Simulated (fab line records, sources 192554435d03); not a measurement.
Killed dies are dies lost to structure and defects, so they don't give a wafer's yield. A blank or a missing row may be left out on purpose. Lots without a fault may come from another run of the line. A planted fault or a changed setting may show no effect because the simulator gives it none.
fab line records | flow n5_finfet
record lots=5 wafers=15 last_day=18
route steps=1938 shown BEOL_M3@982
lots that met no fault: from a run of the same line without faults
start_h: hours from the record's first day to the start of the lot's first wafer shown | wait_h: hours since the lot's step before | " the same as in the row above | L1.1+2: a row that stands for several wafers | - no value, or no start given | * or withheld: withheld | < > ~ a bound
route shown NAME@n: a module of which the file shows steps, and the number in the route of the first | usual: mean/standard deviation of fault-free wafers | same: alike in all rows | chamber/n: place in a boat | sites: the reading at each site | _std_site: their standard deviation | _edge_site: outer sites' mean less inner sites' | radius_mm: how far each site lies from the wafer's centre | mask NAME#n: copy n | behind: the tool/chamber that last shaped the wafer | hold: why the lot was held/for how many hours/how that ended | device: the transistor (n, p or np) that didn't switch | end of line: the same wafers' tests at the end of the route | a step without rows: its recipe alone | killed: dies lost to structure and defects at the first sort, not the wafer's yield | map: a wafer's dies, x killed, . not, _ none there
set.NAME: the setting as run; set.NAME@STEP: as run at that earlier step | model.NAME: the simulator's own value behind a step, which no gauge read
lots at some steps of the route; a table a step, a row a wafer
services: from which hour (start_h, from the record's first day; less than 0 if before it) a tool's chamber was out of use, for how many hours, and why
## steps
# step N5_BEOL_M3_STRIP_97
# recipe chemistry=N2/H2 time_s=10 power_w=450 temp_c=40 pressure_mtorr=20 rf_frequency_hz=6e+07 bias_power_w=7 n2_flow_sccm=200 h2_flow_sccm=200
# usual bias_power_w=6.998/0.024 drypump_motor_current_A=5.6/0.44 oes_product_au=0.79/0.086 rf_vpp_V=59.3/0.88 showerhead_plenum_p_Torr=2.58/0.073 throttle_valve_pct=23.49/0.28
# columns lot.wafer tool chamber start_h wait_h bias_power_w drypump_motor_current_A oes_product_au rf_hours_counter_h rf_vpp_V showerhead_plenum_p_Torr throttle_valve_pct
L080.1 rie_diel-01 3 - - 6.994 5.1 0.93 25 59.6 2.70 23.54
L080.5 " 1 " " 6.965 6.0 0.73 - 59.7 2.53 23.77
L080.6 " 0 " " 7.037 6.3 0.80 - 59.2 2.55 23.37
L082.2 rie_diel-05 0 - - 7.002 6.0 0.88 40 60.0 2.59 23.19
L082.5 " 1 " " 6.990 5.5 0.74 - 58.8 2.63 23.27
L082.6 " 2 " " 6.968 5.2 0.90 - 58.9 2.58 23.07
L085.1 rie_diel-05 0 - - 6.989 6.0 0.87 46 59.5 2.58 23.20
L085.2 " 1 " " 6.974 5.5 0.74 165 59.5 2.62 23.28
L085.6 " 3 " " 7.010 5.8 0.70 - 58.7 2.62 23.59
L089.1 rie_diel-05 3 - - 6.987 5.8 0.69 236 60.1 2.61 23.58
L089.5 " 3 " " 6.995 5.8 0.69 - 58.7 2.61 23.59
L089.6 " 0 " " 6.979 6.0 0.85 - 59.3 2.58 23.21
L094.1 rie_diel-05 3 - - 6.988 5.8 0.68 247 59.4 2.61 23.60
L094.3 " 0 " " 6.998 6.0 0.84 63 58.3 2.58 23.22
L094.5 " 2 " " 7.039 5.2 0.86 - 59.8 2.57 23.11
# step N5_BEOL_M3_OCD_MEAS_38
# usual trench_depth_nm=56.1/0.93
# columns lot.wafer tool chamber start_h wait_h trench_depth_nm
L080.1 ocd-01 - 197.01 - 57.5
L080.5 " - " " 55.3
L080.6 " - " " 55.4
L082.2 ocd-02 - 212.89 - 56.4
L082.5 " - " " 56.4
L082.6 " - " " 56.0
L085.1 ocd-01 - 237.67 - 56.6
L085.2 " - " " 56.5
L085.6 " - " " 56.6
L089.1 ocd-02 - 258.47 - 56.4
L089.5 " - " " 57.2
L089.6 " - " " 56.5
L094.1 ocd-02 - 292.93 - 56.3
L094.3 " - " " 56.8
L094.5 " - " " 55.7
# step N5_BEOL_M3_HM_STRIP_39
# recipe chemistry=peroxide_tin_strip material=TiN target_depth_a=250 temp_c=50 time_s=158
# columns lot.wafer tool chamber start_h wait_h
L080.1+5+6 wet_bench-02 7,1,6 197.04 0.0
L082.2+5+6 wet_bench-02 6,0,1 212.93 0.0
L085.1+2+6 wet_bench-02 0,1,7 237.70 0.0
L089.1+5+6 wet_bench-05 4,6,5 258.51 0.0
L094.1+3+5 wet_bench-05 4,6,2 292.96 0.0
# step N5_BEOL_M3_SRD_40
# recipe time_s=30 temp_c=23 rinse_liquid=diw dry=ipa_marangoni
# columns lot.wafer tool chamber start_h wait_h
L080.1+5+6 wet_bench-02 7,1,6 197.09 0.0
L082.2+5+6 wet_bench-02 6,0,1 212.97 0.0
L085.1+2+6 wet_bench-02 0,1,7 237.75 0.0
L089.1+5+6 wet_bench-05 4,6,5 258.56 0.0
L094.1+3+5 wet_bench-05 4,6,2 293.01 0.0
# step N5_BEOL_M3_PRECLEAN_42
# recipe chemistry=residue_remover time_s=60 temp_c=40
# columns lot.wafer tool chamber start_h wait_h
L080.1+5+6 wet_bench-02 7,1,6 197.11 0.0
L082.2+5+6 wet_bench-02 6,0,1 212.99 0.0
L085.1+2+6 wet_bench-02 0,1,7 237.76 0.0
L089.1+5+6 wet_bench-05 4,6,5 258.58 0.0
L094.1+3+5 wet_bench-05 4,6,2 293.03 0.0
# step N5_BEOL_M3_SRD_43
# recipe time_s=30 temp_c=23 rinse_liquid=diw dry=ipa_marangoni
# columns lot.wafer tool chamber start_h wait_h
L080.1+5+6 wet_bench-02 7,1,6 197.13 0.0
L082.2+5+6 wet_bench-02 6,0,1 213.01 0.0
L085.1+2+6 wet_bench-02 0,1,7 237.78 0.0
L089.1+5+6 wet_bench-05 4,6,5 258.59 0.0
L094.1+3+5 wet_bench-05 4,6,2 293.04 0.0
# step N5_BEOL_M3_CD_MEAS_35
# recipe target_cd_nm=18 target_cd_y_nm=21 polarity=opening
# usual cd_nm=18.1/0.35
# columns lot.wafer tool chamber start_h wait_h cd_nm
L080.1 cd_sem-02 - 197.17 0.0 18.1
L080.5 " - " " 18.1
L080.6 " - " " 18.0
L082.2 cd_sem-03 - 213.05 0.0 18.4
L082.5 " - " " 18.2
L082.6 " - " " 18.1
L085.1 cd_sem-01 - 237.82 0.0 19.0
L085.2 " - " " 18.8
L085.6 " - " " 18.8
L089.1 cd_sem-02 - 258.64 0.0 17.8
L089.5 " - " " 18.4
L089.6 " - " " 17.6
L094.1 cd_sem-01 - 293.08 0.0 17.8
L094.3 " - " " 17.8
L094.5 " - " " 18.0
# step N5_BEOL_M3_DEGAS_44
# recipe ambient=vacuum temp_c=250 time_s=60
# usual heater_power_w=358/50
# columns lot.wafer tool chamber start_h wait_h heater_power_w
L080.1 pvd_sputter-03 - 197.72 0.5 354
L080.5 " - " " 434
L080.6 " - " " 352
L082.2 pvd_sputter-02 - 213.26 0.2 354
L082.5 " - " " 440
L082.6 " - " " 360
L085.1 pvd_sputter-01 - 238.06 0.2 348
L085.2 " - " " 306
L085.6 " - " " 347
L089.1 pvd_sputter-01 - 258.69 0.1 290
L089.5 " - " " 351
L089.6 " - " " 384
L094.1 pvd_sputter-03 - 293.26 0.2 358
L094.3 " - " " 447
L094.5 " - " " 356
# step N5_BEOL_M3_PRE_CLEAN_45
# recipe gas=H2/He time_s=30 temp_c=250
# usual heater_power_w=357/49
# columns lot.wafer tool chamber start_h wait_h heater_power_w
L080.1 pvd_sputter-03 - 197.76 0.0 355
L080.5 " - " " 439
L080.6 " - " " 359
L082.2 pvd_sputter-02 - 213.30 0.0 360
L082.5 " - " " 431
L082.6 " - " " 361
L085.1 pvd_sputter-01 - 238.10 0.0 343
L085.2 " - " " 303
L085.6 " - " " 345
L089.1 pvd_sputter-01 - 258.73 0.0 289
L089.5 " - " " 354
L089.6 " - " " 387
L094.1 pvd_sputter-03 - 293.30 0.0 354
L094.3 " - " " 443
L094.5 " - " " 357
# step N5_BEOL_M3_ALD_84
# recipe material=TaN target_thk_a=* temp_c=275 ald_precursor_family=PDMAT ald_co_reactant=NH3 pressure_torr=3 carrier_flow_sccm=1500 pulse_time_s=2 purge_time_s=3 co_reactant_purge_time_s=2 co_reactant_pulse_time_s=3 ald_cycles=30 precursor_vessel_temp_c=75 precursor_vessel_pressure_torr=26.25 precursor_vessel_carrier_sccm=1000
# usual heater_power_w=418/31
# same ald_cycles=30 co_reactant_pulse_time_s=3
# columns lot.wafer tool chamber start_h wait_h heater_power_w
L080.1 ald_metal-04 1 197.82 0.0 365
L080.5 " 2 " " 400
L080.6 " 3 " " 427
L082.2 ald_metal-01 0 213.36 0.0 402
L082.5 " 1 " " 398
L082.6 " 2 " " 392
L085.1 ald_metal-04 3 238.16 0.0 435
L085.2 " 1 " " 389
L085.6 " 0 " " 414
L089.1 ald_metal-02 3 258.93 0.2 422
L089.5 " 3 " " 429
L089.6 " 0 " " 481
L094.1 ald_metal-02 1 293.36 0.0 409
L094.3 " 3 " " 417
L094.5 " 3 " " 441
# step N5_BEOL_M3_SURFACE_TREAT_85
# recipe gas=Ar time_s=* ion_energy_ev=* ion_current_ma_cm2=0.5 pressure_mtorr=* ar_flow_sccm=30
# usual throttle_valve_pct=*
# columns lot.wafer tool chamber start_h wait_h throttle_valve_pct
L080.1 pvd_sputter-03 - 198.10 0.2 *
L080.5 " - " " *
L080.6 " - " " *
L082.2 pvd_sputter-02 - 213.59 0.1 *
L082.5 " - " " *
L082.6 " - " " *
L085.1 pvd_sputter-01 - 238.46 0.2 *
L085.2 " - " " *
L085.6 " - " " *
L089.1 pvd_sputter-03 - 259.18 0.1 *
L089.5 " - " " *
L089.6 " - " " *
L094.1 pvd_sputter-03 - 293.78 0.3 *
L094.3 " - " " *
L094.5 " - " " *
# step N5_BEOL_M3_CVD_47
# recipe material=Co target_thk_a=30 temp_c=withheld precursor=CCTBA/H2 pressure_torr=30 time_s=223.8
# columns lot.wafer tool chamber start_h wait_h
L080.1+5+6 cvd_co-01 2,2,0 198.16 0.0
L082.2+5+6 cvd_co-02 2,0,1 213.65 0.0
L085.1+2+6 cvd_co-01 0,2,0 238.58 0.1
L089.1+5+6 cvd_co-02 0,1,2 259.47 0.3
L094.1+3+5 cvd_co-01 1,2,2 294.07 0.3
# step N5_BEOL_M3_SPUTTER_48
# recipe material=Cu target_thk_a=45 temp_c=-20 chamber_pressure_pa=0.07 power_w=withheld time_s=8.29
# usual chuck_gas_flow_sccm=1.25/0.055 throttle_valve_pct=30.1/1
# columns lot.wafer tool chamber start_h wait_h chuck_gas_flow_sccm throttle_valve_pct
L080.1 pvd_sputter-03 - 198.40 0.2 1.32 31.8
L080.5 " - " " 1.27 29.7
L080.6 " - " " 1.21 31.1
L082.2 pvd_sputter-03 - 213.83 0.1 1.30 31.1
L082.5 " - " " 1.30 32.0
L082.6 " - " " 1.19 29.3
L085.1 pvd_sputter-02 - 239.05 0.4 1.21 31.2
L085.2 " - " " 1.20 28.8
L085.6 " - " " 1.20 30.0
L089.1 pvd_sputter-03 - 259.78 0.2 1.31 32.1
L089.5 " - " " 1.25 29.1
L089.6 " - " " 1.25 31.8
L094.1 pvd_sputter-02 - 294.43 0.3 1.18 29.8
L094.3 " - " " 1.33 28.8
L094.5 " - " " 1.29 31.4
# step N5_BEOL_M3_ANNEAL_49
# recipe temp_c=400 time_s=240 ambient=vacuum
# usual heater_power_w=899/130
# columns lot.wafer tool chamber start_h wait_h heater_power_w
L080.1 pvd_sputter-03 - 198.48 0.0 878
L080.5 " - " " 1129
L080.6 " - " " 994
L082.2 pvd_sputter-03 - 213.91 0.0 1039
L082.5 " - " " 898
L082.6 " - " " 902
L085.1 pvd_sputter-02 - 239.13 0.0 742
L085.2 " - " " 898
L085.6 " - " " 1092
L089.1 pvd_sputter-03 - 259.86 0.0 884
L089.5 " - " " 891
L089.6 " - " " 895
L094.1 pvd_sputter-02 - 294.51 0.0 898
L094.3 " - " " 877
L094.5 " - " " 740
# step N5_BEOL_M3_SPUTTER_79
# recipe material=Cu target_thk_a=45 temp_c=-20 chamber_pressure_pa=0.07 power_w=withheld time_s=8.29
# usual chuck_gas_flow_sccm=1.26/0.051 throttle_valve_pct=30.1/0.99
# columns lot.wafer tool chamber start_h wait_h chuck_gas_flow_sccm throttle_valve_pct
L080.1 pvd_sputter-03 - 198.62 0.1 1.21 31.9
L080.5 " - " " 1.27 29.8
L080.6 " - " " 1.24 31.2
L082.2 pvd_sputter-03 - 214.05 0.1 1.26 31.3
L082.5 " - " " 1.22 32.0
L082.6 " - " " 1.27 29.1
L085.1 pvd_sputter-02 - 239.27 0.1 1.21 31.4
L085.2 " - " " 1.21 28.8
L085.6 " - " " 1.20 30.0
L089.1 pvd_sputter-03 - 260.00 0.1 1.24 32.2
L089.5 " - " " 1.27 29.1
L089.6 " - " " 1.29 32.0
L094.1 pvd_sputter-02 - 294.65 0.1 1.31 29.8
L094.3 " - " " 1.24 28.6
L094.5 " - " " 1.20 31.3
# step N5_BEOL_M3_ANNEAL_80
# recipe temp_c=400 time_s=240 ambient=vacuum
# usual heater_power_w=898/130
# columns lot.wafer tool chamber start_h wait_h heater_power_w
L080.1 pvd_sputter-03 - 198.70 0.0 876
L080.5 " - " " 1131
L080.6 " - " " 1003
L082.2 pvd_sputter-03 - 214.13 0.0 1015
L082.5 " - " " 897
L082.6 " - " " 916
L085.1 pvd_sputter-02 - 239.35 0.0 769
L085.2 " - " " 895
L085.6 " - " " 1124
L089.1 pvd_sputter-03 - 260.08 0.0 888
L089.5 " - " " 903
L089.6 " - " " 864
L094.1 pvd_sputter-02 - 294.73 0.0 885
L094.3 " - " " 905
L094.5 " - " " 745
# step N5_BEOL_M3_SPUTTER_81
# recipe material=Cu target_thk_a=45 temp_c=-20 chamber_pressure_pa=0.07 power_w=withheld time_s=8.29
# usual chuck_gas_flow_sccm=1.26/0.054 throttle_valve_pct=30.1/0.99
# columns lot.wafer tool chamber start_h wait_h chuck_gas_flow_sccm throttle_valve_pct
L080.1 pvd_sputter-03 - 198.84 0.1 1.34 32.1
L080.5 " - " " 1.28 29.8
L080.6 " - " " 1.15 31.1
L082.2 pvd_sputter-03 - 214.27 0.1 1.33 31.0
L082.5 " - " " 1.24 31.9
L082.6 " - " " 1.26 29.2
L085.1 pvd_sputter-02 - 239.49 0.1 1.33 31.5
L085.2 " - " " 1.20 28.9
L085.6 " - " " 1.24 30.2
L089.1 pvd_sputter-03 - 260.22 0.1 1.33 31.9
L089.5 " - " " 1.32 29.1
L089.6 " - " " 1.31 32.0
L094.1 pvd_sputter-02 - 294.87 0.1 1.28 29.7
L094.3 " - " " 1.22 28.8
L094.5 " - " " 1.22 31.4
# step N5_BEOL_M3_ANNEAL_82
# recipe temp_c=400 time_s=240 ambient=vacuum
# usual heater_power_w=898/130
# columns lot.wafer tool chamber start_h wait_h heater_power_w
L080.1 pvd_sputter-03 - 198.92 0.0 885
L080.5 " - " " 1120
L080.6 " - " " 995
L082.2 pvd_sputter-03 - 214.35 0.0 982
L082.5 " - " " 864
L082.6 " - " " 890
L085.1 pvd_sputter-02 - 239.57 0.0 765
L085.2 " - " " 885
L085.6 " - " " 1054
L089.1 pvd_sputter-03 - 260.30 0.0 865
L089.5 " - " " 892
L089.6 " - " " 878
L094.1 pvd_sputter-02 - 294.95 0.0 900
L094.3 " - " " 910
L094.5 " - " " 744
# step N5_BEOL_M3_SPUTTER_86
# recipe material=Cu target_thk_a=45 temp_c=-20 chamber_pressure_pa=0.07 power_w=withheld time_s=8.29
# usual chuck_gas_flow_sccm=1.26/0.048 throttle_valve_pct=30.1/0.99
# columns lot.wafer tool chamber start_h wait_h chuck_gas_flow_sccm throttle_valve_pct
L080.1 pvd_sputter-03 - 199.06 0.1 1.15 31.9
L080.5 " - " " 1.27 29.5
L080.6 " - " " 1.27 31.2
L082.2 pvd_sputter-03 - 214.49 0.1 1.18 31.0
L082.5 " - " " 1.30 32.0
L082.6 " - " " 1.23 29.2
L085.1 pvd_sputter-02 - 239.71 0.1 1.28 31.5
L085.2 " - " " 1.27 29.0
L085.6 " - " " 1.29 29.9
L089.1 pvd_sputter-03 - 260.44 0.1 1.32 32.1
L089.5 " - " " 1.16 29.1
L089.6 " - " " 1.23 32.2
L094.1 pvd_sputter-02 - 295.09 0.1 1.27 29.7
L094.3 " - " " 1.31 28.8
L094.5 " - " " 1.30 31.4
# step N5_BEOL_M3_ANNEAL_87
# recipe temp_c=400 time_s=240 ambient=vacuum
# usual heater_power_w=901/130
# columns lot.wafer tool chamber start_h wait_h heater_power_w
L080.1 pvd_sputter-03 - 199.14 0.0 895
L080.5 " - " " 1105
L080.6 " - " " 1030
L082.2 pvd_sputter-03 - 214.57 0.0 978
L082.5 " - " " 865
L082.6 " - " " 893
L085.1 pvd_sputter-02 - 239.79 0.0 742
L085.2 " - " " 888
L085.6 " - " " 1116
L089.1 pvd_sputter-03 - 260.52 0.0 911
L089.5 " - " " 929
L089.6 " - " " 896
L094.1 pvd_sputter-02 - 295.17 0.0 895
L094.3 " - " " 893
L094.5 " - " " 750
# step N5_BEOL_M3_SPUTTER_88
# recipe material=Cu target_thk_a=45 temp_c=-20 chamber_pressure_pa=0.07 power_w=withheld time_s=8.29
# usual chuck_gas_flow_sccm=1.26/0.055 throttle_valve_pct=30.1/1
# columns lot.wafer tool chamber start_h wait_h chuck_gas_flow_sccm throttle_valve_pct
L080.1 pvd_sputter-03 - 199.28 0.1 1.27 32.1
L080.5 " - " " 1.24 29.6
L080.6 " - " " 1.18 31.3
L082.2 pvd_sputter-03 - 214.71 0.1 1.28 31.1
L082.5 " - " " 1.34 32.1
L082.6 " - " " 1.17 29.2
L085.1 pvd_sputter-02 - 239.93 0.1 1.23 31.3
L085.2 " - " " 1.23 29.0
L085.6 " - " " 1.33 29.9
L089.1 pvd_sputter-03 - 260.66 0.1 1.24 31.7
L089.5 " - " " 1.20 29.3
L089.6 " - " " 1.30 32.0
L094.1 pvd_sputter-02 - 295.31 0.1 1.32 29.7
L094.3 " - " " 1.23 28.6
L094.5 " - " " 1.25 31.4
# step N5_BEOL_M3_ANNEAL_89
# recipe temp_c=400 time_s=240 ambient=vacuum
# usual heater_power_w=900/130
# columns lot.wafer tool chamber start_h wait_h heater_power_w
L080.1 pvd_sputter-03 - 199.36 0.0 899
L080.5 " - " " 1116
L080.6 " - " " 1004
L082.2 pvd_sputter-03 - 214.79 0.0 1027
L082.5 " - " " 903
L082.6 " - " " 892
L085.1 pvd_sputter-02 - 240.01 0.0 752
L085.2 " - " " 894
L085.6 " - " " 1122
L089.1 pvd_sputter-03 - 260.74 0.0 909
L089.5 " - " " 895
L089.6 " - " " 906
L094.1 pvd_sputter-02 - 295.39 0.0 902
L094.3 " - " " 870
L094.5 " - " " 752
# step N5_BEOL_M3_SPUTTER_90
# recipe material=Cu target_thk_a=45 temp_c=-20 chamber_pressure_pa=0.07 power_w=withheld time_s=8.29
# usual chuck_gas_flow_sccm=1.25/0.048 throttle_valve_pct=30.1/1
# columns lot.wafer tool chamber start_h wait_h chuck_gas_flow_sccm throttle_valve_pct
L080.1 pvd_sputter-03 - 199.50 0.1 1.21 32.0
L080.5 " - " " 1.29 29.9
L080.6 " - " " 1.14 31.2
L082.2 pvd_sputter-03 - 214.93 0.1 1.27 31.1
L082.5 " - " " 1.19 31.9
L082.6 " - " " 1.18 29.2
L085.1 pvd_sputter-02 - 240.15 0.1 1.22 31.3
L085.2 " - " " 1.27 28.9
L085.6 " - " " 1.28 29.9
L089.1 pvd_sputter-03 - 260.88 0.1 1.23 32.0
L089.5 " - " " 1.25 28.7
L089.6 " - " " 1.29 32.1
L094.1 pvd_sputter-02 - 295.53 0.1 1.29 29.6
L094.3 " - " " 1.32 29.0
L094.5 " - " " 1.26 31.2
# step N5_BEOL_M3_ANNEAL_91
# recipe temp_c=400 time_s=240 ambient=vacuum
# usual heater_power_w=900/130
# columns lot.wafer tool chamber start_h wait_h heater_power_w
L080.1 pvd_sputter-03 - 199.58 0.0 877
L080.5 " - " " 1114
L080.6 " - " " 1010
L082.2 pvd_sputter-03 - 215.01 0.0 1004
L082.5 " - " " 866
L082.6 " - " " 904
L085.1 pvd_sputter-02 - 240.23 0.0 765
L085.2 " - " " 910
L085.6 " - " " 1102
L089.1 pvd_sputter-03 - 260.96 0.0 883
L089.5 " - " " 897
L089.6 " - " " 881
L094.1 pvd_sputter-02 - 295.61 0.0 906
L094.3 " - " " 859
L094.5 " - " " 755
# step N5_BEOL_M3_SPUTTER_92
# recipe material=Cu target_thk_a=45 temp_c=-20 chamber_pressure_pa=0.07 power_w=withheld time_s=8.29
# usual chuck_gas_flow_sccm=1.25/0.044 throttle_valve_pct=30.0/1
# columns lot.wafer tool chamber start_h wait_h chuck_gas_flow_sccm throttle_valve_pct
L080.1 pvd_sputter-03 - 199.72 0.1 1.29 32.2
L080.5 " - " " 1.19 29.8
L080.6 " - " " 1.34 31.1
L082.2 pvd_sputter-03 - 215.15 0.1 1.22 30.9
L082.5 " - " " 1.29 31.9
L082.6 " - " " 1.23 29.1
L085.1 pvd_sputter-02 - 240.37 0.1 1.25 31.2
L085.2 " - " " 1.28 28.7
L085.6 " - " " 1.24 29.7
L089.1 pvd_sputter-03 - 261.10 0.1 1.25 31.9
L089.5 " - " " 1.24 29.0
L089.6 " - " " 1.21 32.1
L094.1 pvd_sputter-02 - 295.75 0.1 1.22 29.5
L094.3 " - " " 1.29 29.0
L094.5 " - " " 1.28 31.1
# step N5_BEOL_M3_ANNEAL_93
# recipe temp_c=400 time_s=240 ambient=vacuum
# usual heater_power_w=900/130
# columns lot.wafer tool chamber start_h wait_h heater_power_w
L080.1 pvd_sputter-03 - 199.80 0.0 898
L080.5 " - " " 1148
L080.6 " - " " 1009
L082.2 pvd_sputter-03 - 215.23 0.0 1016
L082.5 " - " " 900
L082.6 " - " " 911
L085.1 pvd_sputter-02 - 240.45 0.0 761
L085.2 " - " " 891
L085.6 " - " " 1086
L089.1 pvd_sputter-03 - 261.18 0.0 869
L089.5 " - " " 878
L089.6 " - " " 905
L094.1 pvd_sputter-02 - 295.83 0.0 894
L094.3 " - " " 872
L094.5 " - " " 758
# step N5_BEOL_M3_SPUTTER_94
# recipe material=Cu target_thk_a=45 temp_c=-20 chamber_pressure_pa=0.07 power_w=withheld time_s=8.29
# usual chuck_gas_flow_sccm=1.27/0.05 throttle_valve_pct=30.1/0.98
# columns lot.wafer tool chamber start_h wait_h chuck_gas_flow_sccm throttle_valve_pct
L080.1 pvd_sputter-03 - 199.94 0.1 1.20 31.9
L080.5 " - " " 1.32 29.8
L080.6 " - " " 1.19 31.2
L082.2 pvd_sputter-03 - 215.37 0.1 1.30 31.2
L082.5 " - " " 1.24 32.2
L082.6 " - " " 1.20 29.1
L085.1 pvd_sputter-02 - 240.59 0.1 1.23 31.5
L085.2 " - " " 1.27 28.8
L085.6 " - " " 1.24 30.0
L089.1 pvd_sputter-03 - 261.32 0.1 1.24 32.0
L089.5 " - " " 1.26 29.1
L089.6 " - " " 1.40 31.9
L094.1 pvd_sputter-02 - 295.97 0.1 1.27 29.9
L094.3 " - " " 1.32 28.9
L094.5 " - " " 1.26 31.2
# step N5_BEOL_M3_ANNEAL_95
# recipe temp_c=400 time_s=240 ambient=vacuum
# usual heater_power_w=899/130
# columns lot.wafer tool chamber start_h wait_h heater_power_w
L080.1 pvd_sputter-03 - 200.02 0.0 887
L080.5 " - " " 1145
L080.6 " - " " 1007
L082.2 pvd_sputter-03 - 215.45 0.0 984
L082.5 " - " " 873
L082.6 " - " " 905
L085.1 pvd_sputter-02 - 240.67 0.0 749
L085.2 " - " " 867
L085.6 " - " " 1115
L089.1 pvd_sputter-03 - 261.40 0.0 874
L089.5 " - " " 903
L089.6 " - " " 899
L094.1 pvd_sputter-02 - 296.05 0.0 895
L094.3 " - " " 892
L094.5 " - " " 757
# step N5_BEOL_M3_SPUTTER_96
# recipe material=Cu target_thk_a=45 temp_c=-20 chamber_pressure_pa=0.07 power_w=withheld time_s=8.29
# usual chuck_gas_flow_sccm=1.25/0.058 throttle_valve_pct=30.0/0.99
# columns lot.wafer tool chamber start_h wait_h chuck_gas_flow_sccm throttle_valve_pct
L080.1 pvd_sputter-03 - 200.16 0.1 1.30 31.9
L080.5 " - " " 1.26 29.6
L080.6 " - " " 1.31 31.2
L082.2 pvd_sputter-03 - 215.59 0.1 1.24 30.8
L082.5 " - " " 1.29 32.1
L082.6 " - " " 1.18 29.1
L085.1 pvd_sputter-02 - 240.81 0.1 1.20 31.1
L085.2 " - " " 1.24 29.0
L085.6 " - " " 1.27 30.0
L089.1 pvd_sputter-03 - 261.54 0.1 1.18 32.2
L089.5 " - " " 1.28 29.1
L089.6 " - " " 1.20 32.1
L094.1 pvd_sputter-02 - 296.19 0.1 1.28 29.7
L094.3 " - " " 1.20 29.0
L094.5 " - " " 1.35 31.4
# step N5_BEOL_M3_ECD_50
# recipe material=Cu target_thk_a=3000
# columns lot.wafer tool chamber start_h wait_h
L080.1+5+6 ecd_cu-01 1,0,1 200.28 0.1
L082.2+5+6 ecd_cu-01 0,0,1 215.71 0.1
L085.1+2+6 ecd_cu-01 1,0,0 240.93 0.1
L089.1+5+6 ecd_cu-02 1,1,0 261.66 0.1
L094.1+3+5 ecd_cu-02 0 296.30 0.1
# step N5_BEOL_M3_ANNEAL_51
# recipe temp_c=225 time_s=90 ambient=N2
# usual wafer_temp_C_max=226.1/0.43
# columns lot.wafer tool chamber start_h wait_h wafer_temp_C_max
L080.1 rtp_anneal-01 0 200.36 0.1 225.5
L080.5 " 0 " " 225.7
L080.6 " 0 " " 225.3
L082.2 rtp_anneal-01 0 215.83 0.1 226.0
L082.5 " 0 " " 225.7
L082.6 " 0 " " 225.6
L085.1 rtp_anneal-01 0 241.08 0.1 225.7
L085.2 " 0 " " 225.5
L085.6 " 0 " " 225.6
L089.1 rtp_anneal-01 0 261.74 0.1 225.9
L089.5 " 0 " " 225.5
L089.6 " 0 " " 225.6
L094.1 rtp_anneal-02 0 296.38 0.1 226.4
L094.3 " 0 " " 226.3
L094.5 " 0 " " 226.0
# step N5_BEOL_M3_CMP_52
# recipe stop_on=SiOC t_overpolish_s=6.8 down_force_psi=1 platen_rpm=50 clearing_platen_down_force_psi=1.5 clearing_platen_rpm=50 post_cmp_clean=cu_alkaline target_thk_nm=40 clearing_platen_pad_velocity_m_s=0.99484 pad_velocity_m_s=0.99484
# usual barrier_field_endpoint_s=24.7/0.74 edge_zone_pressure_frac=1.000/0.0048 motor_current_A=6.2/0.51 overpolish_run_s=6.800/0.0089 pad_life_wafers=911/610 platen_rpm=50.001/0.027 time_to_endpoint_s=63/3.4
# columns lot.wafer tool chamber start_h wait_h barrier_field_endpoint_s edge_zone_pressure_frac motor_current_A overpolish_run_s pad_life_wafers platen_rpm time_to_endpoint_s
L080.1 cmp-03 1 200.67 0.3 24.2 0.990 7.2 6.793 1314 49.986 62
L080.6 " 1 " " 24.6 0.999 7.1 6.817 - 49.969 61
L080.5 " 2 " " 25.5 1.003 6.2 6.801 - 50.023 70
L082.2 cmp-01 1 216.19 0.3 25.0 0.995 6.8 6.795 303 49.944 63
L082.5 " 2 " " 24.6 1.005 6.3 6.802 - 50.007 60
L082.6 " 3 " " 24.9 1.000 6.3 6.816 - 49.972 65
L085.1 cmp-03 1 241.42 0.3 24.3 1.004 6.7 6.787 1627 49.977 61
L085.2 " 2 " " 25.1 1.008 6.7 6.811 1628 49.980 68
L085.6 " 0 " " 25.5 1.000 5.0 6.808 - 50.030 65
L089.1 cmp-04 2 262.15 0.4 27.1 1.001 6.7 6.805 63 50.030 73
L089.6 " 3 " " 25.4 0.994 5.7 6.811 - 50.025 65
L089.5 " 0 " " 25.5 0.999 6.0 6.810 - 49.965 64
L094.1 cmp-01 2 296.68 0.3 23.8 1.007 6.0 6.794 954 50.052 60
L094.3 " 0 " " 24.7 1.000 6.2 6.810 956 49.961 65
L094.5 " 2 " " 23.9 1.003 6.4 6.796 - 50.007 60
# step N5_BEOL_M3_THK_MEAS_53
# recipe thk_meas_gauge=xrf reads=Cu_of_BEOL_M3_ECD_50
# usual M3_THK=39.4/1.6
# columns lot.wafer tool chamber start_h wait_h M3_THK[nm]
L080.1 film_metro-02 - 200.96 - 38.4
L080.5 " - " " 40.3
L080.6 " - " " 38.9
L082.2 film_metro-02 - 216.38 - 39.8
L082.5 " - " " 39.7
L082.6 " - " " 41.8
L085.1 film_metro-02 - 241.67 - 38.4
L085.2 " - " " 39.3
L085.6 " - " " 39.8
L089.1 film_metro-02 - 262.33 - 41.5
L089.5 " - " " 40.8
L089.6 " - " " 39.4
L094.1 film_metro-02 - 296.98 - 37.0
L094.3 " - " " 37.9
L094.5 " - " " 37.6
# step N5_BEOL_M3_PRE_CLEAN_60
# recipe gas=NH3/H2 time_s=15 temp_c=* rf_power_w=300
# usual heater_power_w=90/14
# columns lot.wafer tool chamber start_h wait_h heater_power_w
L080.1 cvd_co-02 0 201.00 0.0 118
L080.5 " 0 " " 122
L080.6 " 1 " " 96
L082.2 cvd_co-02 2 216.41 0.0 87
L082.5 " 0 " " 123
L082.6 " 1 " " 96
L085.1 cvd_co-01 0 241.71 0.0 93
L085.2 " 1 " " 92
L085.6 " 1 " " 94
L089.1 cvd_co-01 0 262.36 0.0 94
L089.5 " 1 " " 91
L089.6 " 0 " " 94
L094.1 cvd_co-01 0 297.17 0.2 92
L094.3 " 1 " " 91
L094.5 " 1 " " 93
## services
# columns tool chamber start_h hours kind
cmp-01 - 173.84 4.0 pm
rie_diel-05 0 174.08 11.0 repair
ald_metal-02 1 174.85 3.6 repair
rie_diel-05 2 176.32 5.8 repair
cmp-01 - 177.84 - consumable_replace:conditioner
ecd_cu-01 - 179.99 6.2 pm
cvd_co-01 - 184.97 0.9 repair
ald_metal-02 - 197.38 3.1 repair
ecd_cu-01 - 226.43 1.2 repair
pvd_sputter-02 - 227.10 2.2 repair
cmp-04 - 229.39 1.3 repair
cmp-04 - 249.63 4.0 pm
cmp-01 - 256.55 6.9 pm
pvd_sputter-01 - 259.00 8.8 repair
cmp-03 - 261.29 4.6 pm
ald_metal-02 0 265.55 3.8 repair
cvd_co-01 1 275.51 12.5 repair
ald_metal-01 2 279.26 3.6 repair
cmp-04 - 283.83 5.0 repair
ald_metal-04 3 286.38 24.5 repair
ecd_cu-02 - 287.54 0.9 repair
cmp-04 - 292.00 0.3 repair
cmp-03 - 293.23 4.0 pm
ald_metal-04 1 293.91 1.8 repair
## key
fault none
